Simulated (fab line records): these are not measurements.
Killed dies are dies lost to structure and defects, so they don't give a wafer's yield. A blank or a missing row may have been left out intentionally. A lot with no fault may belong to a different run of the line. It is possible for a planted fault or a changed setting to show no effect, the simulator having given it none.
One fault seen from 2 desks -- flow n5Finfet -- only its own numbers are on each desk; what lay behind them is given at the end

## THE TOOL OWNER'S DESK: rieDiel-05
The tool's own readings at N5_FIN_SAQP_HM_OPEN_73 (chemistry CHF3/O2, target SiO2, stops on a-Si, target depth 12 nm, time 16.8 s): means of the sampled wafers that have a number, for each lot that ran on this tool. Any lot whose mean is over 4 standard deviations away from the usual mean is out of limits and marked OUT; that distance is given in the brackets.
Columns: A = drypumpMotorCurrentA at N5_FIN_SAQP_HM_OPEN_73, usual 5.8 A; B = oesProductAu at N5_FIN_SAQP_HM_OPEN_73, usual 0.46 a.u.; C = rfVppV at N5_FIN_SAQP_HM_OPEN_73, usual 521 V; D = showerheadPlenumPTorr at N5_FIN_SAQP_HM_OPEN_73, usual 2.44 Torr; E = throttleValvePct at N5_FIN_SAQP_HM_OPEN_73, usual 18.76 %
lot,first seen here,A,B,C,D,E
L553,day 2 15:46,6.0,0.46,516,2.42,18.89
L556,day 3 10:19,5.6,0.46,519,2.44,18.88
L564,day 5 10:35,5.3,0.43,521,2.46,18.87
This desk's verdict: no lot among the 3 shows anything out of limits.

## THE METROLOGY DESK
Means of the sampled wafers that have a number, per lot and without regard to the tool the lot ran on: this is what the gauges read. Any lot whose mean is over 4 standard deviations away from the usual mean is out of limits and marked OUT; that distance is given in the brackets. Readings shown: 7 of its 12, picked as those furthest out on some lot.
Columns: A = DIBL_N at N5_BEOL_M4_RC_MEAS_101, usual 36.3 mV/V; B = DIBL_P at N5_BEOL_M4_RC_MEAS_101, usual 35.7 mV/V; C = IOFF_N at N5_BEOL_M4_RC_MEAS_101, usual 0.155 nA/um; D = IOFF_P at N5_BEOL_M4_RC_MEAS_101, usual 0.204 nA/um; E = ION_N at N5_BEOL_M4_RC_MEAS_101, usual 671 uA/um; F = SS_N at N5_BEOL_M4_RC_MEAS_101, usual 71.5 mV/dec; G = SS_P at N5_BEOL_M4_RC_MEAS_101, usual 73.1 mV/dec
lot,first seen here,A,B,C,D,E,F,G
L550,day 1 21:21,35.3,34.0,0.150,0.201,666,71.5,72.7
L553,day 2 14:42,36.5,36.8,0.175,0.196,677,71.1,73.1
L555,day 3 02:35,36.8,36.6,0.175,0.231,678,71.0,73.6
L556,day 3 09:19,38.9,37.6,0.191,0.246,675,72.4,73.7
L564,day 5 09:22,36.1,33.8,0.142,0.165,668,71.4,72.8
L567,day 6 04:08,39.0,38.0,0.182,0.249,677,71.7,74.0
L568,day 6 08:35,34.8,34.2,0.129,0.184,669,71.3,72.9
L569,day 6 14:55,36.1,36.5,0.151,0.205,670,71.3,72.7
L572,day 7 10:19,34.5,34.6,0.117,0.176,653,71.3,72.8
This desk's verdict: no lot among the 9 shows anything out of limits.

## PUT TOGETHER
The desk of the tool owner found nothing out of limits.
Nothing out of limits was seen by the metrology desk.

## WHAT THE SIMULATOR HAD INSERTED
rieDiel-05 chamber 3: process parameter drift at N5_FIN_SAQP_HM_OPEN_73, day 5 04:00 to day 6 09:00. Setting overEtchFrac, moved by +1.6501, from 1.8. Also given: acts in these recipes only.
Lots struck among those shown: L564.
